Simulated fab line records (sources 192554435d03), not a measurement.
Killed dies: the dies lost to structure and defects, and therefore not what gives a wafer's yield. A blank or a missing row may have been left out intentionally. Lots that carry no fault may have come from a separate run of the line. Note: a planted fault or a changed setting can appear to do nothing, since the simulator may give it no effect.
fab line records ; flow n5Finfet ; part 1 of 2: steps 1 to 4 of 6
record: lots: 24; wafers: 72; lastDay: 18
route steps=1938 shown MOL_CONTACT_COAG@579 BEOL_M0_SAQP@640
lots that met no fault: from a run of the same line without faults
startH: start of the lot's first displayed wafer, in hours after the record's first day ; waitH: hours elapsed since this lot's preceding step ; " same as the row above ; L1.1+2: a single row standing in for several wafers ; - no value present, or no start provided ; * or withheld: withheld ; < > ~ a bound
route shown NAME@n: NAME is a module with steps in the file, n the number in the route of the first one ; usual: the fault-free wafers' mean and standard deviation ; same: alike in all rows ; chamber/n: place in a boat ; sites: each site's reading ; _std_site: the values' standard deviation ; _edge_site: inner sites' mean taken away from outer sites' mean ; radiusMm: for every site, how far away it sits from the centre of the wafer ; mask NAME#n: copy n ; behind: the tool/chamber that last shaped the wafer ; hold: cause of the lot's hold/its duration in hours/its outcome ; device: whichever transistor did not switch (one of n, p or np) ; end of line: the tests these same wafers got at the end of their route ; where a step has no rows: the recipe by itself ; killed: dies that structure and defects cost at the first sort, which is not the same as the wafer's yield ; map: dies across one wafer; x = killed, . = not, _ = none there
set.NAME: the setting that was run; set.NAME@STEP: the one run at that earlier step ; model.NAME: the simulator's own value behind a step, which no gauge read
a sample of lots followed through the steps of the route, with each step as a table and each wafer as a row
services: a tool's chamber out of use, with start hour (startH, from the record's first day; less than 0 if before it), hours out, and reason
== steps ==
step: N5_MOL_CONTACT_COAG_ALD_131
recipe: material: SiO2; targetThkA: 50; tempC: 100; aldPrecursorFamily: BDEAS; aldCoReactant: O2-plasma; pulseTimeS: 1; coReactantPulseTimeS: 1; purgeTimeS: 2; coReactantPurgeTimeS: 2; aldCycles: 35; pressureTorr: 2
usual: heaterPowerW: 76/7.5; precursorPulseHeightRel: 1.000/0.02
lot.wafer;tool;chamber;startH;waitH;heaterPowerW;precursorPulseHeightRel
L074.1;aldSin-02;3;103.54;0.1;69;0.999
L074.4;aldSin-02;0;103.54;0.1;80;0.980
L074.6;aldSin-02;3;103.54;0.1;67;0.985
L075.3;aldSin-02;1;108.60;0.1;78;0.982
L075.4;aldSin-02;3;108.60;0.1;66;1.008
L075.5;aldSin-02;1;108.60;0.1;78;1.027
L076.3;aldSin-02;0;109.54;0.1;82;1.024
L076.4;aldSin-02;1;109.54;0.1;79;0.972
L076.6;aldSin-02;0;109.54;0.1;82;1.048
L077.3;aldSin-01;2;117.96;0.1;87;0.999
L077.4;aldSin-01;0;117.96;0.1;88;1.019
L077.6;aldSin-01;2;117.96;0.1;86;1.026
L078.2;aldSin-01;2;125.28;0.1;85;0.977
L078.4;aldSin-01;2;125.28;0.1;85;1.007
L078.6;aldSin-01;0;125.28;0.1;89;0.968
L079.1;aldSin-03;0;126.68;0.1;79;1.026
L079.2;aldSin-03;1;126.68;0.1;64;0.995
L079.4;aldSin-03;2;126.68;0.1;83;1.001
L080.1;aldSin-03;3;132.82;0.1;71;1.005
L080.3;aldSin-03;0;132.82;0.1;81;1.018
L080.6;aldSin-03;1;132.82;0.1;64;1.020
L081.2;aldSin-02;3;140.42;0.1;69;0.964
L081.4;aldSin-02;0;140.42;0.1;83;1.016
L081.6;aldSin-02;1;140.42;0.1;79;0.971
L083.1;aldSin-03;0;151.05;0.1;79;0.982
L083.4;aldSin-03;3;151.05;0.1;72;0.995
L083.5;aldSin-03;1;151.05;0.1;65;1.004
L082.1;aldSin-02;3;154.60;1.0;68;1.010
L082.2;aldSin-02;2;154.60;1.0;73;0.975
L082.6;aldSin-02;3;154.60;1.0;70;0.979
L084.3;aldSin-01;0;161.01;0.1;87;1.007
L084.5;aldSin-01;3;161.01;0.1;85;1.007
L084.6;aldSin-01;1;161.01;0.1;69;0.983
L085.2;aldSin-03;0;163.21;0.1;82;1.024
L085.4;aldSin-03;2;163.21;0.1;84;0.997
L085.5;aldSin-03;2;163.21;0.1;85;1.010
L086.1;aldSin-01;2;172.65;0.1;85;1.000
L086.3;aldSin-01;3;172.65;0.1;84;1.011
L086.5;aldSin-01;3;172.65;0.1;82;0.989
L087.3;aldSin-02;3;180.01;0.6;68;1.026
L087.4;aldSin-02;2;180.01;0.6;73;1.000
L087.6;aldSin-02;0;180.01;0.6;81;0.979
L089.4;aldSin-02;3;191.09;0.4;68;1.031
L089.5;aldSin-02;3;191.09;0.4;68;0.973
L089.6;aldSin-02;2;191.09;0.4;72;0.992
L088.2;aldSin-01;3;193.11;0.5;84;0.991
L088.5;aldSin-01;1;193.11;0.5;65;0.998
L088.6;aldSin-01;0;193.11;0.5;86;0.987
L090.1;aldSin-02;2;195.49;0.1;71;1.032
L090.3;aldSin-02;3;195.49;0.1;68;0.974
L090.5;aldSin-02;0;195.49;0.1;80;1.031
L091.1;aldSin-01;0;205.45;0.1;89;0.963
L091.2;aldSin-01;1;205.45;0.1;69;0.994
L091.3;aldSin-01;3;205.45;0.1;84;1.024
L092.3;aldSin-02;1;212.76;0.1;78;1.027
L092.5;aldSin-02;2;212.76;0.1;73;0.985
L092.6;aldSin-02;1;212.76;0.1;79;0.988
L093.2;aldSin-02;2;213.47;0.1;70;0.996
L093.5;aldSin-02;2;213.47;0.1;72;0.993
L093.6;aldSin-02;3;213.47;0.1;67;1.013
L094.1;aldSin-02;3;219.80;0.1;67;0.972
L094.4;aldSin-02;1;219.80;0.1;80;0.966
L094.6;aldSin-02;0;219.80;0.1;83;1.005
L095.1;aldSin-01;1;229.66;0.1;68;0.972
L095.3;aldSin-01;2;229.66;0.1;87;1.043
L095.4;aldSin-01;0;229.66;0.1;88;1.007
L096.2;aldSin-03;0;232.00;0.1;75;1.021
L096.4;aldSin-03;2;232.00;0.1;82;1.005
L096.6;aldSin-03;1;232.00;0.1;63;0.967
L097.1;aldSin-02;2;237.29;0.1;73;0.975
L097.5;aldSin-02;0;237.29;0.1;81;1.017
L097.6;aldSin-02;3;237.29;0.1;69;1.014
step: N5_MOL_CONTACT_COAG_ETCHBACK_132
recipe: chemistry: CHF3; target: SiO2; targetDepthA: 100; timeS: 6.7; ionEnergyEv: 200; pressureMtorr: 30; sourceW: 610; biasW: 170; Ar_flow_sccm: 200; CHF3_flow_sccm: 50
usual: drypumpMotorCurrentA: 5.9/0.59; oes_f_703_au: 0.75/0.051; oesProductAu: 0.76/0.051; rfVppV: 529/10; showerheadPlenumPTorr: 2.38/0.076; throttleValvePct: 18.77/0.28
lot.wafer;tool;chamber;startH;waitH;drypumpMotorCurrentA;oes_f_703_au;oesProductAu;rfHoursCounterH;rfVppV;showerheadPlenumPTorr;throttleValvePct
L074.1;rieDiel-06;3;103.77;0.1;5.0;0.73;0.75;155;526;2.29;18.32
L074.4;rieDiel-06;0;103.77;0.1;5.8;0.71;0.71;197;507;2.26;18.93
L074.6;rieDiel-06;3;103.77;0.1;5.0;0.72;0.74;-;527;2.29;18.31
L075.3;rieDiel-02;0;108.78;0.1;5.7;0.80;0.81;120;542;2.39;18.73
L075.4;rieDiel-02;3;108.78;0.1;5.7;0.76;0.74;177;521;2.38;18.91
L075.5;rieDiel-02;1;108.78;0.1;6.7;0.85;0.85;-;516;2.53;18.42
L076.3;rieDiel-06;1;109.72;0.1;5.5;0.72;0.72;161;541;2.28;19.08
L076.4;rieDiel-06;0;109.72;0.1;5.8;0.71;0.70;199;509;2.25;18.92
L076.6;rieDiel-06;2;109.72;0.1;4.9;0.68;0.70;-;534;2.47;19.17
L077.3;rieDiel-06;3;118.14;0.1;5.0;0.72;0.74;160;525;2.29;18.33
L077.4;rieDiel-06;1;118.14;0.1;5.5;0.71;0.72;164;542;2.28;19.09
L077.6;rieDiel-06;3;118.14;0.1;5.0;0.72;0.73;-;526;2.29;18.32
L078.2;rieDiel-06;0;125.93;0.6;5.8;0.72;0.70;204;508;2.25;18.93
L078.4;rieDiel-06;0;125.93;0.6;5.8;0.71;0.70;-;508;2.25;18.93
L078.6;rieDiel-06;3;125.93;0.6;5.0;0.73;0.74;-;526;2.29;18.32
L079.1;rieDiel-06;1;126.86;0.1;5.5;0.71;0.72;167;542;2.28;19.10
L079.2;rieDiel-06;0;126.86;0.1;5.8;0.71;0.70;204;508;2.25;18.94
L079.4;rieDiel-06;3;126.86;0.1;5.0;0.73;0.73;163;525;2.29;18.34
L080.1;rieDiel-02;1;133.00;0.1;6.7;0.84;0.85;60;515;2.53;18.47
L080.3;rieDiel-02;2;133.00;0.1;6.1;0.77;0.79;92;533;2.40;18.67
L080.6;rieDiel-02;2;133.00;0.1;6.1;0.77;0.79;-;530;2.40;18.67
L081.2;rieDiel-02;1;140.75;0.3;6.7;0.84;0.83;63;515;2.53;18.46
L081.4;rieDiel-02;2;140.75;0.3;6.1;0.77;0.79;95;532;2.40;18.69
L081.6;rieDiel-02;2;140.75;0.3;6.1;0.77;0.79;-;530;2.40;18.68
L083.1;rieDiel-02;1;151.49;0.4;6.7;0.83;0.83;68;515;2.52;18.46
L083.4;rieDiel-02;2;151.49;0.4;6.1;0.76;0.78;99;531;2.40;18.67
L083.5;rieDiel-02;1;151.49;0.4;6.7;0.83;0.82;-;516;2.52;18.48
L082.1;rieDiel-02;3;154.87;0.2;5.7;0.75;0.73;194;520;2.38;18.93
L082.2;rieDiel-02;1;154.87;0.2;6.7;0.83;0.83;69;515;2.52;18.48
L082.6;rieDiel-02;0;154.87;0.2;5.7;0.78;0.79;-;542;2.38;18.76
L084.3;rieDiel-06;3;161.19;0.1;5.0;0.72;0.72;174;527;2.28;18.36
L084.5;rieDiel-06;1;161.19;0.1;5.5;0.69;0.70;-;541;2.27;19.12
L084.6;rieDiel-06;2;161.19;0.1;4.9;0.66;0.67;-;532;2.46;19.21
L085.2;rieDiel-02;1;163.42;0.1;6.7;0.83;0.83;73;515;2.52;18.50
L085.4;rieDiel-02;0;163.42;0.1;5.7;0.77;0.80;142;542;2.38;18.76
L085.5;rieDiel-02;1;163.42;0.1;6.7;0.82;0.83;-;516;2.52;18.49
L086.1;rieDiel-05;1;172.83;0.1;6.7;0.76;0.76;110;536;2.42;18.45
L086.3;rieDiel-05;3;172.83;0.1;5.4;0.84;0.85;46;531;2.33;18.58
L086.5;rieDiel-05;3;172.83;0.1;5.4;0.84;0.84;-;531;2.33;18.59
L087.3;rieDiel-06;2;180.19;0.1;4.9;0.66;0.67;213;533;2.46;19.22
L087.4;rieDiel-06;0;180.19;0.1;5.8;0.70;0.69;217;508;2.25;18.96
L087.6;rieDiel-06;2;180.19;0.1;4.9;0.66;0.67;-;533;2.46;19.21
L089.4;rieDiel-05;0;191.34;0.2;6.5;0.83;0.83;100;536;2.42;18.81
L089.5;rieDiel-05;1;191.34;0.2;6.7;0.75;0.77;-;535;2.41;18.44
L089.6;rieDiel-05;0;191.34;0.2;6.5;0.83;0.82;-;537;2.42;18.80
L088.2;rieDiel-05;2;193.32;0.1;6.2;0.71;0.70;201;521;2.37;19.09
L088.5;rieDiel-05;0;193.32;0.1;6.4;0.83;0.82;-;537;2.42;18.81
L088.6;rieDiel-05;1;193.32;0.1;6.6;0.75;0.77;-;535;2.41;18.46
L090.1;rieDiel-06;1;195.67;0.1;5.4;0.69;0.70;196;541;2.27;19.14
L090.3;rieDiel-06;0;195.67;0.1;5.8;0.70;0.69;221;509;2.25;18.96
L090.5;rieDiel-06;0;195.67;0.1;5.8;0.69;0.69;-;509;2.25;18.98
L091.1;rieDiel-05;1;205.76;0.2;6.6;0.76;0.76;122;535;2.41;18.45
L091.2;rieDiel-05;3;205.76;0.2;5.5;0.81;0.84;58;531;2.33;18.60
L091.3;rieDiel-05;2;205.76;0.2;6.3;0.71;0.70;206;521;2.37;19.10
L092.3;rieDiel-05;1;213.05;0.2;6.7;0.75;0.75;125;535;2.41;18.46
L092.5;rieDiel-05;2;213.05;0.2;6.2;0.71;0.71;-;521;2.37;19.11
L092.6;rieDiel-05;1;213.05;0.2;6.7;0.75;0.75;-;534;2.41;18.47
L093.2;rieDiel-05;3;213.66;0.1;5.5;0.82;0.84;60;533;2.33;18.62
L093.5;rieDiel-05;1;213.66;0.1;6.7;0.75;0.75;-;534;2.41;18.45
L093.6;rieDiel-05;2;213.66;0.1;6.3;0.71;0.71;-;522;2.37;19.11
L094.1;rieDiel-02;1;220.14;0.3;6.7;0.80;0.81;93;514;2.51;18.52
L094.4;rieDiel-02;0;220.14;0.3;5.7;0.76;0.78;161;544;2.37;18.79
L094.6;rieDiel-02;1;220.14;0.3;6.8;0.81;0.80;-;515;2.51;18.50
L095.1;rieDiel-05;2;229.84;0.1;6.3;0.71;0.70;214;521;2.37;19.12
L095.3;rieDiel-05;1;229.84;0.1;6.7;0.74;0.76;130;534;2.41;18.49
L095.4;rieDiel-05;3;229.84;0.1;5.5;0.81;0.83;66;533;2.32;18.61
L096.2;rieDiel-05;2;232.18;0.1;6.2;0.70;0.71;214;521;2.37;19.12
L096.4;rieDiel-05;2;232.18;0.1;6.2;0.70;0.69;-;522;2.37;19.11
L096.6;rieDiel-05;1;232.18;0.1;6.6;0.75;0.74;-;534;2.41;18.47
L097.1;rieDiel-02;0;237.47;0.1;5.7;0.75;0.77;168;542;2.37;18.81
L097.5;rieDiel-02;3;237.47;0.1;5.7;0.72;0.70;-;520;2.37;18.99
L097.6;rieDiel-02;0;237.47;0.1;5.7;0.76;0.77;-;543;2.37;18.81
step: N5_MOL_CONTACT_COAG_DESCUM_45
recipe: chemistry: O2; timeS: 7; sourcePowerW: 50; biasPowerW: 20; pressureMtorr: 20; rfFrequencyHz: 2.712e+07; tempC: 40; resist: CAR-EUV; o2FlowSccm: 225
usual: drypumpMotorCurrentA: 5.9/0.56; oesProductAu: 0.76/0.059; rfVppV: 243.1/1.3; showerheadPlenumPTorr: 2.08/0.061; throttleValvePct: 20.42/0.28
lot.wafer;tool;chamber;startH;waitH;drypumpMotorCurrentA;oesProductAu;rfHoursCounterH;rfVppV;showerheadPlenumPTorr;throttleValvePct
L074.1;rieDiel-05;1;105.50;0.3;6.7;0.79;89;243.3;2.12;20.01
L074.4;rieDiel-05;2;105.50;0.3;6.3;0.73;175;243.1;2.09;20.73
L074.6;rieDiel-05;1;105.50;0.3;6.7;0.79;-;244.6;2.12;20.03
L075.3;rieDiel-02;3;109.71;0.0;5.7;0.74;177;243.1;2.10;20.71
L075.4;rieDiel-02;1;109.71;0.0;6.7;0.87;51;244.8;2.21;20.00
L075.5;rieDiel-02;0;109.71;0.0;5.7;0.81;-;243.0;2.10;20.46
L076.3;rieDiel-02;0;111.08;0.5;5.7;0.82;121;242.9;2.10;20.44
L076.4;rieDiel-02;3;111.08;0.5;5.7;0.73;178;242.0;2.10;20.71
L076.6;rieDiel-02;0;111.08;0.5;5.7;0.80;-;242.8;2.10;20.45
L077.3;rieDiel-02;1;119.07;0.0;6.7;0.86;55;245.2;2.21;19.99
L077.4;rieDiel-02;2;119.07;0.0;6.1;0.80;87;243.8;2.11;20.35
L077.6;rieDiel-02;3;119.07;0.0;5.7;0.74;-;242.3;2.10;20.74
L078.2;rieDiel-02;1;127.07;0.0;6.7;0.85;57;244.0;2.21;20.01
L078.4;rieDiel-02;2;127.07;0.0;6.1;0.80;90;245.1;2.11;20.35
L078.6;rieDiel-02;3;127.07;0.0;5.7;0.72;-;243.8;2.10;20.73
L079.1;rieDiel-05;0;128.28;0.5;6.4;0.83;87;244.5;2.10;20.28
L079.2;rieDiel-05;3;128.28;0.5;5.4;0.88;34;243.4;2.05;20.31
L079.4;rieDiel-05;1;128.28;0.5;6.7;0.78;97;243.3;2.12;20.04
L080.1;rieDiel-02;3;133.93;0.0;5.7;0.73;186;242.9;2.10;20.73
L080.3;rieDiel-02;1;133.93;0.0;6.7;0.86;60;246.1;2.21;20.02
L080.6;rieDiel-02;3;133.93;0.0;5.7;0.73;-;241.6;2.10;20.73
L081.2;rieDiel-05;0;141.79;0.1;6.4;0.83;93;244.0;2.10;20.29
L081.4;rieDiel-05;3;141.79;0.1;5.4;0.88;39;242.4;2.05;20.31
L081.6;rieDiel-05;2;141.79;0.1;6.3;0.73;-;242.5;2.08;20.73
L083.1;rieDiel-02;1;153.76;1.2;6.7;0.84;69;244.8;2.20;20.04
L083.4;rieDiel-02;2;153.76;1.2;6.1;0.79;100;243.3;2.10;20.36
L083.5;rieDiel-02;0;153.76;1.2;5.7;0.80;-;244.7;2.10;20.48
L082.1;rieDiel-06;3;157.42;1.5;5.0;0.73;172;242.1;2.02;20.09
L082.2;rieDiel-06;1;157.42;1.5;5.5;0.70;182;242.0;2.00;20.89
L082.6;rieDiel-06;3;157.42;1.5;5.0;0.73;-;241.1;2.02;20.08
L084.3;rieDiel-06;0;162.16;0.1;5.8;0.69;210;242.9;1.97;20.58
L084.5;rieDiel-06;2;162.16;0.1;4.9;0.68;-;244.3;2.15;20.84
L084.6;rieDiel-06;3;162.16;0.1;5.0;0.73;-;242.6;2.01;20.08
L085.2;rieDiel-02;0;164.68;0.4;5.7;0.79;142;243.3;2.09;20.50
L085.4;rieDiel-02;3;164.68;0.4;5.7;0.72;198;244.2;2.10;20.76
L085.5;rieDiel-02;1;164.68;0.4;6.7;0.83;-;244.7;2.20;20.05
L086.1;rieDiel-06;3;173.76;0.0;5.0;0.72;178;242.4;2.01;20.09
L086.3;rieDiel-06;0;173.76;0.0;5.7;0.69;214;240.3;1.97;20.59
L086.5;rieDiel-06;0;173.76;0.0;5.8;0.69;-;240.9;1.97;20.59
L087.3;rieDiel-02;1;181.36;0.1;6.7;0.81;80;243.8;2.20;20.05
L087.4;rieDiel-02;2;181.36;0.1;6.1;0.78;111;241.7;2.10;20.37
L087.6;rieDiel-02;3;181.36;0.1;5.7;0.71;-;244.4;2.09;20.77
L089.4;rieDiel-05;0;192.46;0.1;6.4;0.82;101;243.0;2.09;20.31
L089.5;rieDiel-05;0;192.46;0.1;6.4;0.81;-;246.1;2.09;20.31
L089.6;rieDiel-05;3;192.46;0.1;5.4;0.84;-;242.0;2.04;20.33
L088.2;rieDiel-06;1;194.38;0.0;5.5;0.70;196;242.5;1.99;20.92
L088.5;rieDiel-06;0;194.38;0.0;5.8;0.69;-;242.0;1.96;20.61
L088.6;rieDiel-06;3;194.38;0.0;5.0;0.72;-;242.0;2.01;20.09
L090.1;rieDiel-05;3;196.85;0.3;5.5;0.84;55;242.0;2.04;20.33
L090.3;rieDiel-05;2;196.85;0.3;6.3;0.70;203;243.8;2.08;20.76
L090.5;rieDiel-05;1;196.85;0.3;6.6;0.75;-;244.9;2.11;20.10
L091.1;rieDiel-06;3;206.82;0.0;5.0;0.72;187;241.2;2.01;20.11
L091.2;rieDiel-06;2;206.82;0.0;4.9;0.68;219;244.9;2.15;20.85
L091.3;rieDiel-06;0;206.82;0.0;5.8;0.69;224;240.0;1.96;20.61
L092.3;rieDiel-05;2;214.25;0.2;6.3;0.70;208;243.7;2.07;20.77
L092.5;rieDiel-05;2;214.25;0.2;6.3;0.70;-;242.2;2.07;20.78
L092.6;rieDiel-05;1;214.25;0.2;6.7;0.75;-;244.3;2.11;20.09
L093.2;rieDiel-02;1;214.96;0.4;6.7;0.82;91;244.1;2.20;20.07
L093.5;rieDiel-02;2;214.96;0.4;6.1;0.78;-;243.3;2.10;20.39
L093.6;rieDiel-02;1;214.96;0.4;6.7;0.82;-;244.3;2.20;20.05
L094.1;rieDiel-05;3;221.24;0.0;5.5;0.84;63;241.0;2.04;20.34
L094.4;rieDiel-05;0;221.24;0.0;6.5;0.80;110;245.3;2.09;20.32
L094.6;rieDiel-05;2;221.24;0.0;6.3;0.70;-;242.9;2.07;20.77
L095.1;rieDiel-05;1;230.81;0.1;6.7;0.75;130;240.9;2.11;20.10
L095.3;rieDiel-05;0;230.81;0.1;6.4;0.80;113;243.7;2.09;20.32
L095.4;rieDiel-05;2;230.81;0.1;6.3;0.69;-;242.8;2.07;20.79
L096.2;rieDiel-06;3;233.24;0.0;5.1;0.70;194;242.2;2.01;20.11
L096.4;rieDiel-06;1;233.24;0.0;5.5;0.68;207;241.1;1.99;20.94
L096.6;rieDiel-06;0;233.24;0.0;5.8;0.68;-;241.9;1.96;20.63
L097.1;rieDiel-05;3;238.53;0.0;5.4;0.83;66;242.6;2.04;20.33
L097.5;rieDiel-05;3;238.53;0.0;5.5;0.83;-;242.4;2.04;20.34
L097.6;rieDiel-05;0;238.53;0.0;6.5;0.80;-;242.1;2.09;20.33
step: N5_BEOL_M0_SAQP_HM_DEP_111
recipe: material: SiO2; targetThkA: 120; tempC: 400; precursor: SiH4/N2O; pressureTorr: 0.75; rfW: 275; timeS: 7.2
usual: heaterPowerW: 781/120; showerheadPlenumPTorr: 8.17/0.15
lot.wafer;tool;chamber;startH;waitH;heaterPowerW;showerheadPlenumPTorr
L074.1;pecvd-02;2;111.22;0.0;829;7.99
L074.4;pecvd-02;1;111.22;0.0;1010;8.24
L074.6;pecvd-02;0;111.22;0.0;699;8.08
L075.3;pecvd-04;1;117.09;0.0;731;8.21
L075.4;pecvd-04;1;117.09;0.0;729;8.21
L075.5;pecvd-04;0;117.09;0.0;653;8.39
L076.3;pecvd-03;0;117.12;0.0;920;8.39
L076.4;pecvd-03;1;117.12;0.0;838;8.25
L076.6;pecvd-03;2;117.12;0.0;722;7.88
L077.3;pecvd-04;2;125.10;0.0;674;8.11
L077.4;pecvd-04;1;125.10;0.0;620;8.21
L077.6;pecvd-04;0;125.10;0.0;632;8.40
L078.2;pecvd-02;0;132.80;0.0;650;8.06
L078.4;pecvd-02;2;132.80;0.0;875;8.00
L078.6;pecvd-02;0;132.80;0.0;663;8.07
L079.1;pecvd-04;0;136.66;0.0;598;8.38
L079.2;pecvd-04;1;136.66;0.0;668;8.21
L079.4;pecvd-04;2;136.66;0.0;815;8.12
L080.1;pecvd-03;0;140.78;0.0;904;8.37
L080.3;pecvd-03;1;140.78;0.0;895;8.25
L080.6;pecvd-03;0;140.78;0.0;906;8.40
L081.2;pecvd-02;0;148.38;0.0;704;8.08
L081.4;pecvd-02;2;148.38;0.0;767;7.98
L081.6;pecvd-02;1;148.38;0.0;1026;8.23
L083.1;pecvd-04;2;160.89;0.0;714;8.12
L083.4;pecvd-04;0;160.89;0.0;612;8.39
L083.5;pecvd-04;1;160.89;0.0;679;8.21
L082.1;pecvd-03;0;164.93;0.0;869;8.40
L082.2;pecvd-03;1;164.93;0.0;859;8.25
L082.6;pecvd-03;0;164.93;0.0;889;8.42
L084.3;pecvd-03;0;168.34;0.0;848;8.40
L084.5;pecvd-03;0;168.34;0.0;839;8.39
L084.6;pecvd-03;2;168.34;0.0;761;7.90
L085.2;pecvd-02;1;171.48;0.0;957;8.25
L085.4;pecvd-02;0;171.48;0.0;690;8.09
L085.5;pecvd-02;1;171.48;0.0;940;8.24
L086.1;pecvd-03;0;180.76;0.0;938;8.41
L086.3;pecvd-03;1;180.76;0.0;891;8.22
L086.5;pecvd-03;1;180.76;0.0;897;8.24
L087.3;pecvd-03;2;188.72;0.0;823;7.91
L087.4;pecvd-03;2;188.72;0.0;838;7.90
L087.6;pecvd-03;1;188.72;0.0;747;8.25
L089.4;pecvd-04;2;200.33;0.1;801;8.12
L089.5;pecvd-04;0;200.33;0.1;566;8.38
L089.6;pecvd-04;1;200.33;0.1;674;8.23
L088.2;pecvd-04;2;204.54;0.0;810;8.13
L088.5;pecvd-04;0;204.54;0.0;614;8.40
L088.6;pecvd-04;2;204.54;0.0;828;8.11
L090.1;pecvd-02;0;205.22;0.0;597;8.06
L090.3;pecvd-02;1;205.22;0.0;970;8.25
L090.5;pecvd-02;2;205.22;0.0;836;8.00
L091.1;pecvd-03;2;214.25;0.0;764;7.89
L091.2;pecvd-03;1;214.25;0.0;848;8.25
L091.3;pecvd-03;0;214.25;0.0;831;8.39
L092.3;pecvd-02;1;220.21;0.0;931;8.26
L092.5;pecvd-02;1;220.21;0.0;943;8.24
L092.6;pecvd-02;2;220.21;0.0;726;8.01
L093.2;pecvd-02;2;223.17;0.0;776;8.02
L093.5;pecvd-02;0;223.17;0.0;619;8.08
L093.6;pecvd-02;2;223.17;0.0;782;8.00
L094.1;pecvd-02;1;228.26;0.0;893;8.23
L094.4;pecvd-02;0;228.26;0.0;582;8.07
L094.6;pecvd-02;1;228.26;0.0;914;8.25
L095.1;pecvd-02;0;237.90;0.0;707;8.06
L095.3;pecvd-02;2;237.90;0.0;793;8.02
L095.4;pecvd-02;2;237.90;0.0;788;8.01
L096.2;pecvd-04;2;239.35;0.0;820;8.09
L096.4;pecvd-04;0;239.35;0.0;629;8.39
L096.6;pecvd-04;2;239.35;0.0;814;8.14
L097.1;pecvd-02;1;244.29;0.0;903;8.23
L097.5;pecvd-02;0;244.29;0.0;610;8.07
L097.6;pecvd-02;1;244.29;0.0;919;8.22
